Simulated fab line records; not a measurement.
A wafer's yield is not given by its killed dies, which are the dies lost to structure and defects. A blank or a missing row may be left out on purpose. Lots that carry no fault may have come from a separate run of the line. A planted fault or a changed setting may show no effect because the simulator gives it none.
Which tool did it? || flow n5_finfet || Sampling: 24 lots, 72 wafers, 6 of 1938 route steps

## WHAT EACH GAUGE READ, for each wafer
N5_BEOL_M11_RS_MEAS_57: uses a four-point probe to measure.
{"lot": "L074", "measured": "day 10 22:00", "on": "film_metro-01", "M11_RS (ohm/sq)": "0.144 0.146 0.145"}
{"lot": "L076", "measured": "day 10 23:18", "on": "film_metro-01", "M11_RS (ohm/sq)": "0.157 0.154 0.159"}
{"lot": "L077", "measured": "day 11 13:51", "on": "film_metro-01", "M11_RS (ohm/sq)": "0.151 0.153 0.149"}
{"lot": "L075", "measured": "day 11 17:50", "on": "film_metro-01", "M11_RS (ohm/sq)": "0.151 0.146 0.158"}
{"lot": "L079", "measured": "day 11 23:07", "on": "film_metro-02", "M11_RS (ohm/sq)": "0.159 0.146 0.158"}
{"lot": "L078", "measured": "day 11 23:35", "on": "film_metro-02", "M11_RS (ohm/sq)": "0.149 0.148 0.150"}
{"lot": "L082", "measured": "day 12 20:11", "on": "film_metro-02", "M11_RS (ohm/sq)": "0.152 0.150 0.146"}
{"lot": "L080", "measured": "day 12 20:17", "on": "film_metro-01", "M11_RS (ohm/sq)": "0.154 0.156 0.151"}
{"lot": "L083", "measured": "day 12 20:29", "on": "film_metro-02", "M11_RS (ohm/sq)": "0.150 0.152 0.151"}
{"lot": "L085", "measured": "day 13 00:26", "on": "film_metro-01", "M11_RS (ohm/sq)": "0.148 0.149 0.147"}
{"lot": "L081", "measured": "day 13 00:43", "on": "film_metro-01", "M11_RS (ohm/sq)": "0.146 0.154 0.152"}
{"lot": "L084", "measured": "day 14 02:31", "on": "film_metro-01", "M11_RS (ohm/sq)": "0.153 0.148 0.147"}
{"lot": "L087", "measured": "day 14 14:34", "on": "film_metro-01", "M11_RS (ohm/sq)": "0.152 0.153 0.148"}
{"lot": "L086", "measured": "day 14 17:08", "on": "film_metro-01", "M11_RS (ohm/sq)": "0.153 0.157 0.154"}
{"lot": "L088", "measured": "day 14 17:24", "on": "film_metro-02", "M11_RS (ohm/sq)": "0.147 0.147 0.146"}
{"lot": "L089", "measured": "day 14 19:17", "on": "film_metro-02", "M11_RS (ohm/sq)": "0.158 0.154 0.157"}
{"lot": "L090", "measured": "day 15 01:30", "on": "film_metro-01", "M11_RS (ohm/sq)": "0.156 0.151 0.147"}
{"lot": "L091", "measured": "day 15 06:23", "on": "film_metro-01", "M11_RS (ohm/sq)": "0.154 0.152 0.152"}
{"lot": "L092", "measured": "day 15 22:17", "on": "film_metro-02", "M11_RS (ohm/sq)": "0.148 0.147 0.156"}
{"lot": "L093", "measured": "day 15 23:51", "on": "film_metro-02", "M11_RS (ohm/sq)": "0.149 0.146 0.147"}
{"lot": "L094", "measured": "day 16 02:43", "on": "film_metro-01", "M11_RS (ohm/sq)": "0.158 0.150 0.158"}
{"lot": "L095", "measured": "day 16 08:14", "on": "film_metro-01", "M11_RS (ohm/sq)": "0.147 0.155 0.151"}
{"lot": "L096", "measured": "day 16 23:04", "on": "film_metro-02", "M11_RS (ohm/sq)": "0.152 0.156 0.158"}
{"lot": "L097", "measured": "day 17 07:47", "on": "film_metro-01", "M11_RS (ohm/sq)": "0.145 0.148 0.150"}

N5_BEOL_M12_CD_MEAS_10 targets a cd of 140 nm.
{"lot": "L074", "measured": "day 10 22:29", "on": "cd_sem-03", "cd_nm (nm)": "139.6 138.5 138.2"}
{"lot": "L076", "measured": "day 10 23:48", "on": "cd_sem-01", "cd_nm (nm)": "140.1 137.9 139.1"}
{"lot": "L077", "measured": "day 11 14:28", "on": "cd_sem-03", "cd_nm (nm)": "139.9 140.3 135.7"}
{"lot": "L075", "measured": "day 11 18:31", "on": "cd_sem-01", "cd_nm (nm)": "141.3 141.7 140.2"}
{"lot": "L079", "measured": "day 11 23:47", "on": "cd_sem-03", "cd_nm (nm)": "143.0 141.7 143.6"}
{"lot": "L078", "measured": "day 12 00:05", "on": "cd_sem-02", "cd_nm (nm)": "142.4 143.4 143.5"}
{"lot": "L082", "measured": "day 12 20:41", "on": "cd_sem-01", "cd_nm (nm)": "140.3 139.4 139.0"}
{"lot": "L080", "measured": "day 12 20:47", "on": "cd_sem-03", "cd_nm (nm)": "139.4 138.0 138.4"}
{"lot": "L083", "measured": "day 12 20:59", "on": "cd_sem-02", "cd_nm (nm)": "142.2 140.1 138.1"}
{"lot": "L085", "measured": "day 13 01:03", "on": "cd_sem-01", "cd_nm (nm)": "142.4 141.6 141.4"}
{"lot": "L081", "measured": "day 13 01:13", "on": "cd_sem-03", "cd_nm (nm)": "139.8 140.6 140.0"}
{"lot": "L084", "measured": "day 14 03:08", "on": "cd_sem-02", "cd_nm (nm)": "140.0 139.4 138.5"}
{"lot": "L087", "measured": "day 14 15:12", "on": "cd_sem-01", "cd_nm (nm)": "141.3 141.5 140.1"}
{"lot": "L086", "measured": "day 14 17:49", "on": "cd_sem-02", "cd_nm (nm)": "142.4 141.6 138.6"}
{"lot": "L088", "measured": "day 14 18:01", "on": "cd_sem-03", "cd_nm (nm)": "138.2 140.8 141.8"}
{"lot": "L089", "measured": "day 14 19:46", "on": "cd_sem-02", "cd_nm (nm)": "142.5 142.2 143.3"}
{"lot": "L090", "measured": "day 15 02:07", "on": "cd_sem-01", "cd_nm (nm)": "139.9 139.3 141.0"}
{"lot": "L091", "measured": "day 15 06:53", "on": "cd_sem-02", "cd_nm (nm)": "137.2 141.0 140.0"}
{"lot": "L092", "measured": "day 15 22:54", "on": "cd_sem-01", "cd_nm (nm)": "143.7 143.5 142.7"}
{"lot": "L093", "measured": "day 16 00:28", "on": "cd_sem-01", "cd_nm (nm)": "138.8 139.2 135.6"}
{"lot": "L094", "measured": "day 16 03:21", "on": "cd_sem-01", "cd_nm (nm)": "142.5 141.8 143.3"}
{"lot": "L095", "measured": "day 16 08:53", "on": "cd_sem-02", "cd_nm (nm)": "141.2 143.4 141.0"}
{"lot": "L096", "measured": "day 16 23:44", "on": "cd_sem-01", "cd_nm (nm)": "142.2 141.3 141.7"}
{"lot": "L097", "measured": "day 17 08:28", "on": "cd_sem-02", "cd_nm (nm)": "140.5 140.2 137.5"}

N5_BEOL_M12_OVL_MEAS_11.
{"lot": "L074", "measured": "day 10 22:31", "on": "overlay-01", "V11_OVL (nm)": "2 1 -2"}
{"lot": "L076", "measured": "day 10 23:49", "on": "overlay-01", "V11_OVL (nm)": "6 1 4"}
{"lot": "L077", "measured": "day 11 14:30", "on": "overlay-02", "V11_OVL (nm)": "-6 -2 4"}
{"lot": "L075", "measured": "day 11 18:32", "on": "overlay-01", "V11_OVL (nm)": "0 -2 2"}
{"lot": "L079", "measured": "day 11 23:49", "on": "overlay-01", "V11_OVL (nm)": "1 4 -2"}
{"lot": "L078", "measured": "day 12 00:07", "on": "overlay-01", "V11_OVL (nm)": "1 -3 -3"}
{"lot": "L082", "measured": "day 12 20:43", "on": "overlay-01", "V11_OVL (nm)": "1 -4 -2"}
{"lot": "L080", "measured": "day 12 20:49", "on": "overlay-01", "V11_OVL (nm)": "-1 5 -2"}
{"lot": "L083", "measured": "day 12 21:01", "on": "overlay-01", "V11_OVL (nm)": "-10 -7 -1"}
{"lot": "L085", "measured": "day 13 01:05", "on": "overlay-01", "V11_OVL (nm)": "3 -5 0"}
{"lot": "L081", "measured": "day 13 01:15", "on": "overlay-01", "V11_OVL (nm)": "-9 -2 -4"}
{"lot": "L084", "measured": "day 14 03:10", "on": "overlay-01", "V11_OVL (nm)": "-4 -1 -7"}
{"lot": "L087", "measured": "day 14 15:14", "on": "overlay-02", "V11_OVL (nm)": "-2 -5 -9"}
{"lot": "L086", "measured": "day 14 17:50", "on": "overlay-01", "V11_OVL (nm)": "-5 -6 -7"}
{"lot": "L088", "measured": "day 14 18:03", "on": "overlay-02", "V11_OVL (nm)": "-3 -3 -3"}
{"lot": "L089", "measured": "day 14 19:48", "on": "overlay-02", "V11_OVL (nm)": "-3 -3 -8"}
{"lot": "L090", "measured": "day 15 02:09", "on": "overlay-02", "V11_OVL (nm)": "-3 1 -6"}
{"lot": "L091", "measured": "day 15 06:55", "on": "overlay-02", "V11_OVL (nm)": "-1 -9 -5"}
{"lot": "L092", "measured": "day 15 22:56", "on": "overlay-01", "V11_OVL (nm)": "-1 1 -4"}
{"lot": "L093", "measured": "day 16 00:30", "on": "overlay-01", "V11_OVL (nm)": "6 5 8"}
{"lot": "L094", "measured": "day 16 03:22", "on": "overlay-02", "V11_OVL (nm)": "1 4 8"}
{"lot": "L095", "measured": "day 16 08:55", "on": "overlay-01", "V11_OVL (nm)": "11 1 7"}
{"lot": "L096", "measured": "day 16 23:46", "on": "overlay-02", "V11_OVL (nm)": "8 12 8"}
{"lot": "L097", "measured": "day 17 08:29", "on": "overlay-01", "V11_OVL (nm)": "3 -3 -6"}

N5_BEOL_M12_THK_MEAS_50: measures by xrf.
{"lot": "L074", "measured": "day 11 02:41", "on": "film_metro-01", "M12_THK (nm)": "327 324 326"}
{"lot": "L076", "measured": "day 11 03:01", "on": "film_metro-01", "M12_THK (nm)": "325 326 329"}
{"lot": "L077", "measured": "day 11 18:17", "on": "film_metro-01", "M12_THK (nm)": "339 329 337"}
{"lot": "L075", "measured": "day 11 23:11", "on": "film_metro-01", "M12_THK (nm)": "333 332 328"}
{"lot": "L079", "measured": "day 12 05:25", "on": "film_metro-02", "M12_THK (nm)": "323 329 331"}
{"lot": "L078", "measured": "day 12 06:46", "on": "film_metro-01", "M12_THK (nm)": "325 327 324"}
{"lot": "L082", "measured": "day 13 00:46", "on": "film_metro-01", "M12_THK (nm)": "331 328 323"}
{"lot": "L080", "measured": "day 13 01:09", "on": "film_metro-02", "M12_THK (nm)": "316 323 316"}
{"lot": "L083", "measured": "day 13 01:24", "on": "film_metro-01", "M12_THK (nm)": "315 323 319"}
{"lot": "L085", "measured": "day 13 06:11", "on": "film_metro-02", "M12_THK (nm)": "320 319 320"}
{"lot": "L081", "measured": "day 13 06:36", "on": "film_metro-02", "M12_THK (nm)": "314 325 317"}
{"lot": "L084", "measured": "day 14 06:56", "on": "film_metro-02", "M12_THK (nm)": "326 325 323"}
{"lot": "L087", "measured": "day 14 20:33", "on": "film_metro-01", "M12_THK (nm)": "324 324 323"}
{"lot": "L086", "measured": "day 14 21:18", "on": "film_metro-02", "M12_THK (nm)": "324 324 323"}
{"lot": "L088", "measured": "day 14 21:27", "on": "film_metro-02", "M12_THK (nm)": "324 321 323"}
{"lot": "L089", "measured": "day 15 00:07", "on": "film_metro-02", "M12_THK (nm)": "322 323 320"}
{"lot": "L090", "measured": "day 15 09:30", "on": "film_metro-01", "M12_THK (nm)": "329 326 331"}
{"lot": "L091", "measured": "day 15 12:05", "on": "film_metro-02", "M12_THK (nm)": "324 323 327"}
{"lot": "L092", "measured": "day 16 04:18", "on": "film_metro-02", "M12_THK (nm)": "327 320 330"}
{"lot": "L093", "measured": "day 16 06:34", "on": "film_metro-01", "M12_THK (nm)": "320 330 328"}
{"lot": "L094", "measured": "day 16 08:55", "on": "film_metro-01", "M12_THK (nm)": "326 326 322"}
{"lot": "L095", "measured": "day 16 14:49", "on": "film_metro-01", "M12_THK (nm)": "320 321 326"}
{"lot": "L096", "measured": "day 17 03:49", "on": "film_metro-01", "M12_THK (nm)": "323 324 324"}
{"lot": "L097", "measured": "day 17 14:49", "on": "film_metro-02", "M12_THK (nm)": "320 325 331"}

## WHICH TOOL RAN EACH LOT (tool, then ch and the chambers of the sampled wafers, then the start)
{"lot": "L074", "N5_BEOL_M12_VIA_ETCH_16": "rie_diel-04 ch 0,2,3, day 10 22:40", "N5_BEOL_M12_DEGAS_41": "pvd_sputter-01, day 11 01:35"}
{"lot": "L076", "N5_BEOL_M12_VIA_ETCH_16": "rie_diel-02 ch 0,2,3, day 11 00:01", "N5_BEOL_M12_DEGAS_41": "pvd_sputter-01, day 11 01:54"}
{"lot": "L077", "N5_BEOL_M12_VIA_ETCH_16": "rie_diel-04 ch 0,2, day 11 14:41", "N5_BEOL_M12_DEGAS_41": "pvd_sputter-01, day 11 17:11"}
{"lot": "L075", "N5_BEOL_M12_VIA_ETCH_16": "rie_diel-03 ch 1,3, day 11 18:47", "N5_BEOL_M12_DEGAS_41": "pvd_sputter-03, day 11 21:52"}
{"lot": "L079", "N5_BEOL_M12_VIA_ETCH_16": "rie_diel-04 ch 1,2,3, day 12 00:03", "N5_BEOL_M12_DEGAS_41": "pvd_sputter-01, day 12 03:48"}
{"lot": "L078", "N5_BEOL_M12_VIA_ETCH_16": "rie_diel-04 ch 1,3, day 12 00:16", "N5_BEOL_M12_DEGAS_41": "pvd_sputter-03, day 12 05:40"}
{"lot": "L082", "N5_BEOL_M12_VIA_ETCH_16": "rie_diel-02 ch 0,2,3, day 12 20:52", "N5_BEOL_M12_DEGAS_41": "pvd_sputter-02, day 12 23:28"}
{"lot": "L080", "N5_BEOL_M12_VIA_ETCH_16": "rie_diel-03 ch 0,1, day 12 20:57", "N5_BEOL_M12_DEGAS_41": "pvd_sputter-03, day 12 23:55"}
{"lot": "L083", "N5_BEOL_M12_VIA_ETCH_16": "rie_diel-04 ch 1,2,3, day 12 21:09", "N5_BEOL_M12_DEGAS_41": "pvd_sputter-02, day 12 23:59"}
{"lot": "L085", "N5_BEOL_M12_VIA_ETCH_16": "rie_diel-03 ch 0,1,3, day 13 01:14", "N5_BEOL_M12_DEGAS_41": "pvd_sputter-01, day 13 04:50"}
{"lot": "L081", "N5_BEOL_M12_VIA_ETCH_16": "rie_diel-02 ch 0,2,3, day 13 01:23", "N5_BEOL_M12_DEGAS_41": "pvd_sputter-03, day 13 05:16"}
{"lot": "L084", "N5_BEOL_M12_VIA_ETCH_16": "rie_diel-04 ch 2,3, day 14 03:19", "N5_BEOL_M12_DEGAS_41": "pvd_sputter-02, day 14 05:50"}
{"lot": "L087", "N5_BEOL_M12_VIA_ETCH_16": "rie_diel-04 ch 0,1,2, day 14 15:22", "N5_BEOL_M12_DEGAS_41": "pvd_sputter-03, day 14 19:27"}
{"lot": "L086", "N5_BEOL_M12_VIA_ETCH_16": "rie_diel-04 ch 0,1,3, day 14 18:00", "N5_BEOL_M12_DEGAS_41": "pvd_sputter-03, day 14 20:13"}
{"lot": "L088", "N5_BEOL_M12_VIA_ETCH_16": "rie_diel-02 ch 0,1,2, day 14 18:12", "N5_BEOL_M12_DEGAS_41": "pvd_sputter-01, day 14 20:21"}
{"lot": "L089", "N5_BEOL_M12_VIA_ETCH_16": "rie_diel-03 ch 0,1,3, day 14 20:02", "N5_BEOL_M12_DEGAS_41": "pvd_sputter-01, day 14 23:02"}
{"lot": "L090", "N5_BEOL_M12_VIA_ETCH_16": "rie_diel-04 ch 0,1,3, day 15 02:30", "N5_BEOL_M12_DEGAS_41": "pvd_sputter-03, day 15 07:58"}
{"lot": "L091", "N5_BEOL_M12_VIA_ETCH_16": "rie_diel-04 ch 0,2,3, day 15 07:04", "N5_BEOL_M12_DEGAS_41": "pvd_sputter-03, day 15 10:59"}
{"lot": "L092", "N5_BEOL_M12_VIA_ETCH_16": "rie_diel-02 ch 2,3, day 15 23:04", "N5_BEOL_M12_DEGAS_41": "pvd_sputter-01, day 16 03:13"}
{"lot": "L093", "N5_BEOL_M12_VIA_ETCH_16": "rie_diel-04 ch 1,2,3, day 16 00:39", "N5_BEOL_M12_DEGAS_41": "pvd_sputter-01, day 16 05:01"}
{"lot": "L094", "N5_BEOL_M12_VIA_ETCH_16": "rie_diel-03 ch 2,3, day 16 03:37", "N5_BEOL_M12_DEGAS_41": "pvd_sputter-02, day 16 07:40"}
{"lot": "L095", "N5_BEOL_M12_VIA_ETCH_16": "rie_diel-04 ch 1,2,3, day 16 09:05", "N5_BEOL_M12_DEGAS_41": "pvd_sputter-02, day 16 13:11"}
{"lot": "L096", "N5_BEOL_M12_VIA_ETCH_16": "rie_diel-03 ch 0,1,2, day 16 23:55", "N5_BEOL_M12_DEGAS_41": "pvd_sputter-01, day 17 02:43"}
{"lot": "L097", "N5_BEOL_M12_VIA_ETCH_16": "rie_diel-02 ch 2,3, day 17 08:38", "N5_BEOL_M12_DEGAS_41": "pvd_sputter-01, day 17 13:41"}
- N5_BEOL_M12_VIA_ETCH_16: etches SiOC in C4F8/O2/Ar, target depth 724.8 nm.
- N5_BEOL_M12_DEGAS_41: time 60 s.

## AS READ BY THE TOOLS THEMSELVES (means over the sampled wafers that have a number; for cases with no such wafer, the mark the record gives instead)
N5_BEOL_M12_VIA_ETCH_16.
{"lot": "L074", "tool": "rie_diel-04", "drypump_motor_current_A (A)": 5.9, "he_outer_torr (Torr)": 29.97, "oes_product_au (a.u.)": 0.78, "rf_vpp_V (V)": 665, "showerhead_plenum_p_Torr (Torr)": 3.42, "throttle_valve_pct (%)": 24.22}
{"lot": "L076", "tool": "rie_diel-02", "drypump_motor_current_A (A)": 5.6, "he_outer_torr (Torr)": 30.03, "oes_product_au (a.u.)": 0.79, "rf_vpp_V (V)": 667, "showerhead_plenum_p_Torr (Torr)": 3.48, "throttle_valve_pct (%)": 24.11}
{"lot": "L077", "tool": "rie_diel-04", "drypump_motor_current_A (A)": 5.4, "he_outer_torr (Torr)": 29.95, "oes_product_au (a.u.)": 0.71, "rf_vpp_V (V)": 664, "showerhead_plenum_p_Torr (Torr)": 3.34, "throttle_valve_pct (%)": 24.36}
{"lot": "L075", "tool": "rie_diel-03", "drypump_motor_current_A (A)": 5.4, "he_outer_torr (Torr)": 30.00, "oes_product_au (a.u.)": 0.68, "rf_vpp_V (V)": 662, "showerhead_plenum_p_Torr (Torr)": 3.28, "throttle_valve_pct (%)": 24.40}
{"lot": "L079", "tool": "rie_diel-04", "drypump_motor_current_A (A)": 6.2, "he_outer_torr (Torr)": 30.04, "oes_product_au (a.u.)": 0.78, "rf_vpp_V (V)": 665, "showerhead_plenum_p_Torr (Torr)": 3.42, "throttle_valve_pct (%)": 24.08}
{"lot": "L078", "tool": "rie_diel-04", "drypump_motor_current_A (A)": 6.2, "he_outer_torr (Torr)": 30.05, "oes_product_au (a.u.)": 0.82, "rf_vpp_V (V)": 666, "showerhead_plenum_p_Torr (Torr)": 3.44, "throttle_valve_pct (%)": 24.16}
{"lot": "L082", "tool": "rie_diel-02", "drypump_motor_current_A (A)": 5.5, "he_outer_torr (Torr)": 29.96, "oes_product_au (a.u.)": 0.77, "rf_vpp_V (V)": 667, "showerhead_plenum_p_Torr (Torr)": 3.47, "throttle_valve_pct (%)": 24.13}
{"lot": "L080", "tool": "rie_diel-03", "drypump_motor_current_A (A)": 5.5, "he_outer_torr (Torr)": 30.01, "oes_product_au (a.u.)": 0.79, "rf_vpp_V (V)": 663, "showerhead_plenum_p_Torr (Torr)": 3.33, "throttle_valve_pct (%)": 24.31}
{"lot": "L083", "tool": "rie_diel-04", "drypump_motor_current_A (A)": 6.1, "he_outer_torr (Torr)": 29.99, "oes_product_au (a.u.)": 0.76, "rf_vpp_V (V)": 665, "showerhead_plenum_p_Torr (Torr)": 3.42, "throttle_valve_pct (%)": 24.10}
{"lot": "L085", "tool": "rie_diel-03", "drypump_motor_current_A (A)": 5.4, "he_outer_torr (Torr)": 29.98, "oes_product_au (a.u.)": 0.73, "rf_vpp_V (V)": 662, "showerhead_plenum_p_Torr (Torr)": 3.30, "throttle_valve_pct (%)": 24.37}
{"lot": "L081", "tool": "rie_diel-02", "drypump_motor_current_A (A)": 5.6, "he_outer_torr (Torr)": 29.97, "oes_product_au (a.u.)": 0.77, "rf_vpp_V (V)": 667, "showerhead_plenum_p_Torr (Torr)": 3.47, "throttle_valve_pct (%)": 24.14}
{"lot": "L084", "tool": "rie_diel-04", "drypump_motor_current_A (A)": 6.2, "he_outer_torr (Torr)": 29.95, "oes_product_au (a.u.)": 0.74, "rf_vpp_V (V)": 666, "showerhead_plenum_p_Torr (Torr)": 3.44, "throttle_valve_pct (%)": 24.06}
{"lot": "L087", "tool": "rie_diel-04", "drypump_motor_current_A (A)": 5.7, "he_outer_torr (Torr)": 30.04, "oes_product_au (a.u.)": 0.71, "rf_vpp_V (V)": 663, "showerhead_plenum_p_Torr (Torr)": 3.34, "throttle_valve_pct (%)": 24.23}
{"lot": "L086", "tool": "rie_diel-04", "drypump_motor_current_A (A)": 5.8, "he_outer_torr (Torr)": 29.98, "oes_product_au (a.u.)": 0.74, "rf_vpp_V (V)": 664, "showerhead_plenum_p_Torr (Torr)": 3.36, "throttle_valve_pct (%)": 24.31}
{"lot": "L088", "tool": "rie_diel-02", "drypump_motor_current_A (A)": 5.9, "he_outer_torr (Torr)": 30.06, "oes_product_au (a.u.)": 0.74, "rf_vpp_V (V)": 664, "showerhead_plenum_p_Torr (Torr)": 3.36, "throttle_valve_pct (%)": 24.19}
{"lot": "L089", "tool": "rie_diel-03", "drypump_motor_current_A (A)": 5.4, "he_outer_torr (Torr)": 29.96, "oes_product_au (a.u.)": 0.72, "rf_vpp_V (V)": 662, "showerhead_plenum_p_Torr (Torr)": 3.29, "throttle_valve_pct (%)": 24.38}
{"lot": "L090", "tool": "rie_diel-04", "drypump_motor_current_A (A)": 5.8, "he_outer_torr (Torr)": 30.03, "oes_product_au (a.u.)": 0.74, "rf_vpp_V (V)": 663, "showerhead_plenum_p_Torr (Torr)": 3.36, "throttle_valve_pct (%)": 24.32}
{"lot": "L091", "tool": "rie_diel-04", "drypump_motor_current_A (A)": 5.9, "he_outer_torr (Torr)": 30.01, "oes_product_au (a.u.)": 0.72, "rf_vpp_V (V)": 664, "showerhead_plenum_p_Torr (Torr)": 3.40, "throttle_valve_pct (%)": 24.28}
{"lot": "L092", "tool": "rie_diel-02", "drypump_motor_current_A (A)": 5.5, "he_outer_torr (Torr)": 29.99, "oes_product_au (a.u.)": 0.74, "rf_vpp_V (V)": 668, "showerhead_plenum_p_Torr (Torr)": 3.50, "throttle_valve_pct (%)": 24.15}
{"lot": "L093", "tool": "rie_diel-04", "drypump_motor_current_A (A)": 6.1, "he_outer_torr (Torr)": 29.96, "oes_product_au (a.u.)": 0.72, "rf_vpp_V (V)": 666, "showerhead_plenum_p_Torr (Torr)": 3.40, "throttle_valve_pct (%)": 24.13}
{"lot": "L094", "tool": "rie_diel-03", "drypump_motor_current_A (A)": 5.6, "he_outer_torr (Torr)": 29.98, "oes_product_au (a.u.)": 0.77, "rf_vpp_V (V)": 665, "showerhead_plenum_p_Torr (Torr)": 3.41, "throttle_valve_pct (%)": 24.17}
{"lot": "L095", "tool": "rie_diel-04", "drypump_motor_current_A (A)": 6.1, "he_outer_torr (Torr)": 29.95, "oes_product_au (a.u.)": 0.72, "rf_vpp_V (V)": 665, "showerhead_plenum_p_Torr (Torr)": 3.40, "throttle_valve_pct (%)": 24.14}
{"lot": "L096", "tool": "rie_diel-03", "drypump_motor_current_A (A)": 5.6, "he_outer_torr (Torr)": 30.06, "oes_product_au (a.u.)": 0.74, "rf_vpp_V (V)": 663, "showerhead_plenum_p_Torr (Torr)": 3.31, "throttle_valve_pct (%)": 24.35}
{"lot": "L097", "tool": "rie_diel-02", "drypump_motor_current_A (A)": 5.6, "he_outer_torr (Torr)": 30.00, "oes_product_au (a.u.)": 0.73, "rf_vpp_V (V)": 669, "showerhead_plenum_p_Torr (Torr)": 3.49, "throttle_valve_pct (%)": 24.16}

N5_BEOL_M12_DEGAS_41.
{"lot": "L074", "tool": "pvd_sputter-01", "heater_power_w (W)": 366}
{"lot": "L076", "tool": "pvd_sputter-01", "heater_power_w (W)": 359}
{"lot": "L077", "tool": "pvd_sputter-01", "heater_power_w (W)": 317}
{"lot": "L075", "tool": "pvd_sputter-03", "heater_power_w (W)": 301}
{"lot": "L079", "tool": "pvd_sputter-01", "heater_power_w (W)": 344}
{"lot": "L078", "tool": "pvd_sputter-03", "heater_power_w (W)": 345}
{"lot": "L082", "tool": "pvd_sputter-02", "heater_power_w (W)": 334}
{"lot": "L080", "tool": "pvd_sputter-03", "heater_power_w (W)": 320}
{"lot": "L083", "tool": "pvd_sputter-02", "heater_power_w (W)": 335}
{"lot": "L085", "tool": "pvd_sputter-01", "heater_power_w (W)": 396}
{"lot": "L081", "tool": "pvd_sputter-03", "heater_power_w (W)": 302}
{"lot": "L084", "tool": "pvd_sputter-02", "heater_power_w (W)": 338}
{"lot": "L087", "tool": "pvd_sputter-03", "heater_power_w (W)": 304}
{"lot": "L086", "tool": "pvd_sputter-03", "heater_power_w (W)": 326}
{"lot": "L088", "tool": "pvd_sputter-01", "heater_power_w (W)": 373}
{"lot": "L089", "tool": "pvd_sputter-01", "heater_power_w (W)": 370}
{"lot": "L090", "tool": "pvd_sputter-03", "heater_power_w (W)": 344}
{"lot": "L091", "tool": "pvd_sputter-03", "heater_power_w (W)": 294}
{"lot": "L092", "tool": "pvd_sputter-01", "heater_power_w (W)": 345}
{"lot": "L093", "tool": "pvd_sputter-01", "heater_power_w (W)": 340}
{"lot": "L094", "tool": "pvd_sputter-02", "heater_power_w (W)": 334}
{"lot": "L095", "tool": "pvd_sputter-02", "heater_power_w (W)": 326}
{"lot": "L096", "tool": "pvd_sputter-01", "heater_power_w (W)": 377}
{"lot": "L097", "tool": "pvd_sputter-01", "heater_power_w (W)": 342}

## THE ANSWER, worked out from the rows above alone
Rule: what is usual is taken from the lots themselves. Put in order of their means at a reading, lots are off if they are a third of the lots or fewer, leave a main group of 4 or more, and stand apart from it by a gap of 3 or more times the standard deviation of the main group's means; of several such gaps the widest counts. A main group is skipped when, at the precision printed for the reading in the tables above, its means are all equal. A lot without any number at a reading at which 4 lots or more have one is off too. The other lots that the step has rows for count as sound. First the gauges in route order, then the tools' own readings, where a lot's mean is used as printed above. The first step at which some lot is off is used, and at that step the reading that is off furthest; a lot without a number counts as furthest.
None of the lots is off at any reading shown; this tells nothing.

## WHAT THE SIMULATOR HAD INSERTED
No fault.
